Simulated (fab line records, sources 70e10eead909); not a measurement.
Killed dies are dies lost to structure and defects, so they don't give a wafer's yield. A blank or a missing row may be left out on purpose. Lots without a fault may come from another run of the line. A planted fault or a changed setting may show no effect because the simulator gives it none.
fab line records | flow nand_harc
record lots=13 wafers=39 last_day=34
route steps=1302 shown A_STAIRCASE@703 THIN_TSV@1267 END@1302
lots that met no fault: from a run of the same line without faults
start_h: hours from the record's first day to the start of the lot's first wafer shown | wait_h: hours since the lot's step before | " the same as in the row above | L1.1+2: a row that stands for several wafers | - no value, or no start given | * or withheld: withheld | < > ~ a bound
route shown NAME@n: a module of which the file shows steps, and the number in the route of the first | usual: mean/standard deviation of fault-free wafers | same: alike in all rows | chamber/n: place in a boat | sites: the reading at each site | _std_site: their standard deviation | _edge_site: outer sites' mean less inner sites' | radius_mm: how far each site lies from the wafer's centre | mask NAME#n: copy n | behind: the tool/chamber that last shaped the wafer | hold: why the lot was held/for how many hours/how that ended | device: the transistor (n, p or np) that didn't switch | end of line: the same wafers' tests at the end of the route | a step without rows: its recipe alone | killed: dies lost to structure and defects at the first sort, not the wafer's yield | map: a wafer's dies, x killed, . not, _ none there
set.NAME: the setting as run; set.NAME@STEP: as run at that earlier step | model.NAME: the simulator's own value behind a step, which no gauge read
steps of the route over a sample of lots; a table a step, a row a wafer
services: from which hour (start_h, from the record's first day; less than 0 if before it) a tool's chamber was out of use, for how many hours, and why
## steps
# step NHARC_A_STAIRCASE_TRIM_189
# recipe time_s=211.2 o2_flow_sccm=500 ar_flow_sccm=0 bias_w=0 chemistry=O2
# usual drypump_motor_current_A=5.6/0.44 oes_product_au=0.999/0.012 rf_vpp_V=57.8/0.91 showerhead_plenum_p_Torr=3.52/0.17 throttle_valve_pct=17.037/0.01
# columns lot.wafer tool chamber start_h wait_h drypump_motor_current_A oes_product_au rf_hours_counter_h rf_vpp_V showerhead_plenum_p_Torr throttle_valve_pct
L434.2 rie_diel-07 3 371.89 - 6.2 1.001 18 58.5 3.58 17.036
L434.5 " 0 " " 5.8 0.994 - 58.6 3.37 17.030
L434.6 " 1 " " 5.8 0.995 - 58.4 3.54 17.028
L433.1 rie_diel-02 1 372.15 - 5.2 1.012 49 58.1 3.74 17.048
L433.4 " 2 " " 6.0 0.982 47 57.1 3.49 17.039
L433.6 " 1 " " 5.2 1.002 - 58.9 3.74 17.067
L437.3 rie_diel-07 3 408.34 - 6.3 0.999 31 58.5 3.57 17.040
L437.5 " 2 " " 5.9 0.993 - 57.1 3.33 17.032
L437.6 " 3 " " 6.3 1.000 - 58.2 3.57 17.048
L440.2 rie_diel-07 2 419.76 - 5.9 1.001 39 57.4 3.32 17.051
L440.6 " 3 " " 6.2 0.996 - 58.5 3.57 17.022
L440.5 " 0 " " 5.8 0.995 - 57.0 3.36 17.037
L441.2 rie_diel-10 2 447.91 - 4.8 1.007 3 56.6 3.40 17.047
L441.4 " 3 " " 5.0 0.989 3 56.3 3.40 17.026
L441.1 " 1 " " 5.9 0.994 3 57.0 3.31 17.041
L442.1 rie_diel-10 2 459.63 - 4.8 1.011 7 57.8 3.39 17.048
L442.3 " 3 " " 5.0 0.989 7 57.7 3.40 17.042
L442.2 " 0 " " 6.0 1.010 10 57.3 3.76 17.039
L444.4 rie_diel-02 0 464.58 - 5.3 0.990 7 57.7 3.62 17.037
L444.1 " 1 " " 5.3 0.990 21 59.6 3.73 17.055
L444.3 " 2 " " 6.0 0.984 21 57.1 3.48 17.029
L443.3 rie_diel-02 1 465.25 - 5.3 0.999 21 59.5 3.73 17.028
L443.2 " 3 " " 5.2 0.986 20 58.1 3.74 17.035
L443.6 " 1 " " 5.3 1.005 - 57.6 3.73 17.008
L445.2 rie_diel-02 2 476.50 - 6.0 0.983 26 56.5 3.48 17.034
L445.1 " 0 " " 5.3 0.997 12 58.9 3.62 17.052
L445.5 " 2 " " 6.0 0.966 - 56.5 3.48 17.046
L452.1 rie_diel-02 3 552.41 - 5.2 0.983 53 58.3 3.72 17.028
L452.2 " 1 " " 5.3 1.010 44 58.2 3.72 17.034
L452.4 " 1 " " 5.3 1.011 - 58.8 3.72 17.040
L453.2 rie_diel-02 1 560.41 - 5.2 1.002 46 58.7 3.71 17.035
L453.1 " 0 " " 5.3 1.012 41 59.4 3.60 17.043
L453.5 " 0 " " 5.3 1.000 - 56.8 3.60 17.034
L454.3 rie_diel-07 0 584.09 - 5.8 0.984 30 56.7 3.33 17.043
L454.4 " 1 " " 5.8 0.994 34 57.6 3.51 17.041
L454.6 " 3 " " 6.3 0.987 - 58.3 3.54 17.023
L455.2 rie_diel-10 1 585.81 - 5.9 1.023 56 56.2 3.28 17.010
L455.1 " 2 " " 4.8 1.008 53 56.1 3.37 17.046
L455.6 " 2 " " 4.8 1.014 - 56.5 3.37 17.027
# step NHARC_THIN_TSV_DEP_47
# recipe target_thk_a=2000 temp_c=withheld pressure_torr=6.5 rf_w=900 teos_flow_sccm=161.4 flow_sccm=2650 target_thk_nm=200 gas=O2 material=SiO2
# usual mfc_precursor_sccm=161.3/0.44 rf_fwd_power_W=898.2/2.5 throttle_valve_pct=15.7/0.49
# columns lot.wafer tool chamber start_h wait_h mfc_precursor_sccm rf_fwd_power_W throttle_valve_pct
L433.1 pecvd-01 0 574.13 - 161.4 897.3 15.5
L433.6 " 1 " " 161.7 901.1 15.6
L433.4 " 0 " " 161.2 895.0 15.3
L434.2 pecvd-01 2 578.52 - 161.8 894.0 16.6
L434.6 " 2 " " 160.9 897.6 16.6
L434.5 " 0 " " 161.8 902.0 15.3
L437.3 pecvd-01 2 599.80 - 161.5 900.1 16.7
L437.5 " 1 " " 162.2 896.3 15.7
L437.6 " 0 " " 161.5 898.1 15.6
L440.2 pecvd-03 0 608.56 - 161.8 898.9 16.1
L440.5 " 0 " " 160.7 901.5 16.0
L440.6 " 2 " " 161.5 900.8 15.4
L441.1 pecvd-03 2 640.68 - 161.4 898.1 15.4
L441.2 " 1 " " 162.1 898.0 15.6
L441.4 " 0 " " 161.1 898.7 15.9
L442.3 pecvd-03 2 655.87 - 161.1 896.4 15.6
L442.1 " 0 " " 161.7 898.3 16.2
L442.2 " 1 " " 160.9 898.5 15.5
L443.2 pecvd-04 1 657.05 - 160.4 899.7 14.6
L443.3 " 0 " " 162.0 897.5 16.0
L443.6 " 0 " " 161.3 892.5 15.8
L444.3 pecvd-01 0 661.80 - 160.9 899.5 15.6
L444.1 " 2 " " 162.2 895.5 16.5
L444.4 " 0 " " 161.3 896.0 15.7
L445.1 pecvd-04 2 666.78 - 160.7 895.3 15.7
L445.2 " 1 " " 160.7 896.0 15.0
L445.5 " 2 " " 160.7 896.2 16.0
L452.1 pecvd-01 0 739.87 - 161.8 896.7 15.4
L452.2 " 1 " " 161.6 901.7 15.3
L452.4 " 1 " " 160.9 901.0 15.5
L453.1 pecvd-04 0 762.26 - 161.0 899.7 16.2
L453.2 " 1 " " 161.2 901.2 15.0
L453.5 " 0 " " 160.9 897.9 16.4
L454.3 pecvd-04 1 768.81 - 161.3 898.3 15.0
L454.4 " 2 " " 161.6 895.6 15.8
L454.6 " 0 " " 162.0 895.1 16.5
L455.2 pecvd-03 0 792.74 - 161.6 897.5 16.1
L455.1 " 1 " " 161.3 902.3 15.7
L455.6 " 2 " " 161.0 897.6 15.4
# step NHARC_THIN_TSV_PVD_51
# recipe target_thk_a=1000 chamber_pressure_pa=5 material=Cu
# usual throttle_valve_pct=30.5/1.1
# columns lot.wafer tool chamber start_h wait_h throttle_valve_pct
L433.1 pvd_sputter-03 - - - 30.4
L433.4 " - " " 29.2
L433.6 " - " " 30.9
L434.2 pvd_sputter-01 - - - 30.4
L434.5 " - " " 30.7
L434.6 " - " " 32.5
L437.3 pvd_sputter-01 - - - 31.2
L437.5 " - " " 32.5
L437.6 " - " " 30.3
L440.2 pvd_sputter-01 - - - 30.8
L440.5 " - " " 31.3
L440.6 " - " " 32.4
L441.2 pvd_sputter-01 - - - 30.3
L441.1 " - " " 31.4
L441.4 " - " " 32.7
L442.3 pvd_sputter-03 - - - 28.2
L442.2 " - " " 29.5
L442.1 " - " " 30.6
L443.2 pvd_sputter-03 - - - 27.9
L443.3 " - " " 30.9
L443.6 " - " " 30.6
L444.4 pvd_sputter-02 - - - 29.3
L444.3 " - " " 31.0
L444.1 " - " " 30.7
L445.2 pvd_sputter-01 - - - 30.8
L445.1 " - " " 31.2
L445.5 " - " " 30.9
L452.1 pvd_sputter-01 - - - 32.5
L452.4 " - " " 30.2
L452.2 " - " " 31.4
L453.2 pvd_sputter-02 - - - 31.2
L453.1 " - " " 30.8
L453.5 " - " " 29.2
L454.3 pvd_sputter-03 - - - 30.7
L454.4 " - " " 28.7
L454.6 " - " " 30.8
L455.1 pvd_sputter-01 - - - 31.5
L455.2 " - " " 30.6
L455.6 " - " " 31.1
# step NHARC_THIN_TSV_ANNEAL_52
# recipe temp_c=225 time_s=90
# usual anneal_temp_c=225.01/0.15 wafer_temp_C_max=226.2/0.51
# columns lot.wafer tool chamber start_h wait_h anneal_temp_c wafer_temp_C_max
L433.1 rtp_anneal-02 0 576.27 0.5 224.81 226.4
L433.4 " 0 " " 225.12 226.4
L433.6 " 0 " " 225.04 226.9
L434.2 rtp_anneal-02 0 580.76 0.7 225.08 226.7
L434.5 " 0 " " 225.24 226.4
L434.6 " 0 " " 225.20 226.7
L437.3 rtp_anneal-01 0 601.97 0.4 225.17 226.0
L437.5 " 0 " " 225.14 225.7
L437.6 " 0 " " 225.21 225.7
L440.2 rtp_anneal-01 0 611.13 0.6 225.07 225.4
L440.5 " 0 " " 225.03 225.4
L440.6 " 0 " " 224.90 225.6
L441.1 rtp_anneal-02 0 642.86 0.6 225.04 226.5
L441.2 " 0 " " 225.39 226.7
L441.4 " 0 " " 224.99 227.1
L442.1 rtp_anneal-01 0 657.99 0.6 224.80 225.6
L442.2 " 0 " " 224.96 225.6
L442.3 " 0 " " 225.09 225.7
L443.2 rtp_anneal-01 0 659.27 0.7 224.63 225.7
L443.3 " 0 " " 224.99 225.3
L443.6 " 0 " " 224.78 225.6
L444.1 rtp_anneal-02 0 663.94 0.6 224.88 226.1
L444.3 " 0 " " 225.23 226.6
L444.4 " 0 " " 224.91 226.4
L445.1 rtp_anneal-01 0 668.91 0.6 225.09 225.5
L445.2 " 0 " " 224.84 225.8
L445.5 " 0 " " 225.11 226.0
L452.1 rtp_anneal-02 0 741.99 0.5 224.91 226.3
L452.2 " 0 " " 224.79 226.4
L452.4 " 0 " " 224.90 226.6
L453.1 rtp_anneal-02 0 764.58 0.5 224.96 226.5
L453.2 " 0 " " 224.77 226.3
L453.5 " 0 " " 224.86 226.0
L454.3 rtp_anneal-02 0 771.02 0.5 224.77 226.6
L454.4 " 0 " " 224.93 226.4
L454.6 " 0 " " 224.69 226.8
L455.1 rtp_anneal-02 0 794.81 0.6 224.87 226.8
L455.2 " 0 " " 224.98 226.4
L455.6 " 0 " " 224.96 226.4
# step NHARC_END_SORT_01
# recipe temp_c=25
# usual killed_at_array=57/18 killed_at_other=0.8/1 killed_at_periphery=3.9/2.8 killed_dies=62/18 killed_open=3.4/1.8 killed_short=2.2/1.6
# same gross_dies=677
# columns lot.wafer tool chamber start_h wait_h killed_at_array killed_at_other killed_at_periphery killed_dies killed_open killed_short
L452.1 prober-01 0 756.70 2.5 151 0 3 154 3 0
L452.2 prober-01 0 757.49 2.8 148 1 1 150 2 1
L452.4 prober-01 0 759.07 3.4 147 0 3 150 4 2
L453.1 prober-02 0 775.67 2.5 149 0 1 150 2 2
L453.2 prober-02 0 776.49 2.8 136 2 1 139 4 1
L453.5 prober-02 0 778.94 3.8 152 2 4 158 2 3
# killed by level:class
L452.1 A_STAIRCASE:unspecified=101 A_CHANNEL_HOLE_D1:chamber_film_flake=35 A_CONTACT:chamber_film_flake=5 A_STAIRCASE:chamber_film_flake=3 A_ONON_D2:geometric_particle:open=2 P_GATE:chamber_film_flake=2 A_CHANNEL_FILL_D1:geometric_particle:open=1 P_STI:chamber_film_flake=1
L452.2 A_STAIRCASE:unspecified=92 A_CHANNEL_HOLE_D1:chamber_film_flake=34 A_CONTACT:chamber_film_flake=9 A_DECK1_JOINT:chamber_film_flake=3 A_SLIT:chamber_film_flake=3 A_STAIRCASE:chamber_film_flake=2 A_CHANNEL_FILL_D1:geometric_particle:short=1 A_M1:geometric_particle:open=1
L452.4 A_STAIRCASE:unspecified=99 A_CHANNEL_HOLE_D1:chamber_film_flake=26 A_CONTACT:chamber_film_flake=8 A_SLIT:chamber_film_flake=4 P_M2:chamber_film_flake=3 A_M1:geometric_particle:open=2 A_ONON_D1:geometric_particle:short=1 A_DECK1_JOINT:geometric_particle:open=1
L453.1 A_STAIRCASE:unspecified=99 A_SLIT:chamber_film_flake=20 A_CHANNEL_HOLE_D1:chamber_film_flake=9 A_STAIRCASE:chamber_film_flake=5 A_CHANNEL_FILL_D2:chamber_film_flake=3 A_WL_FILL:geometric_particle:short=2 A_DECK1_JOINT:chamber_film_flake=2 A_CHANNEL_HOLE_D2:chamber_film_flake=2
L453.2 A_STAIRCASE:unspecified=94 A_SLIT:chamber_film_flake=15 A_CHANNEL_HOLE_D1:chamber_film_flake=8 A_STAIRCASE:chamber_film_flake=5 A_CHANNEL_FILL_D2:chamber_film_flake=4 A_CONTACT:chamber_film_flake=3 A_CHANNEL_FILL_D1:chamber_film_flake=2 THIN_TSV:chamber_film_flake=2
L453.5 A_STAIRCASE:unspecified=97 A_SLIT:chamber_film_flake=34 A_CHANNEL_HOLE_D1:chamber_film_flake=5 A_STAIRCASE:chamber_film_flake=4 A_CHANNEL_FILL_D1:chamber_film_flake=2 A_DECK1_JOINT:chamber_film_flake=2 A_CHANNEL_FILL_D2:chamber_film_flake=2 THIN_TSV:chamber_film_flake=2
## services
# columns tool chamber start_h hours kind
pvd_sputter-03 - 348.03 10.0 pm
rtp_anneal-01 - 372.00 12.0 pm
rie_diel-02 - 394.69 9.0 pm
pvd_sputter-01 - 404.05 10.0 pm
rie_diel-02 0 421.82 34.6 repair
rie_diel-02 1 466.26 16.5 repair
pecvd-01 - 492.45 13.0 pm
rie_diel-02 1 500.29 7.4 repair
rie_diel-02 2 503.14 1.3 repair
rie_diel-02 0 539.74 2.6 repair
rie_diel-02 2 541.20 28.6 repair
pecvd-01 0 544.14 10.0 repair
rie_diel-02 - 559.32 0.6 repair
rie_diel-02 - 571.69 9.0 pm
pvd_sputter-01 - 582.05 10.0 pm
rie_diel-02 - 592.64 0.9 repair
pvd_sputter-01 - 595.80 3.2 repair
pecvd-01 2 638.53 4.8 repair
pecvd-01 - 673.45 13.0 pm
rtp_anneal-02 - 744.20 12.0 pm
rie_diel-02 - 748.69 9.0 pm
pvd_sputter-01 - 760.05 10.0 pm
rie_diel-02 0 765.61 3.6 repair
pvd_sputter-01 - 775.49 2.5 repair
## key
first_sign step=NHARC_END_SORT_01 reading=killed_at_array direction=up sigmas=5 usual=57 struck=147
effect step=NHARC_END_SORT_01 reading=killed_dies direction=up sigmas=4.9 usual=62 struck=150
more_kills_born_at NHARC_A_STAIRCASE_TRIM_189@rie_diel-02=581
met_at NHARC_A_STAIRCASE_TRIM_189
struck_lots L452,L453
tester_left_out L452,L453
not_acting_at NHARC_THIN_TSV_DEP_47,NHARC_THIN_TSV_PVD_51,NHARC_THIN_TSV_ANNEAL_52
onset_between 476.50 552.41
fault kind=chamber_particle_source tool=rie_diel-02 chamber=- onset_h=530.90 steps=NHARC_A_STAIRCASE_TRIM_189 rate_per_visit_cm2=1.3051 end_h=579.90
# tester_left_out: of these lots the tester's yield and bins aren't shown, on N5 and GAA mostly nor the transistor test; their killed dies are dies lost to structure and defects alone, not to doping, threshold or leakage, so they don't give the yield
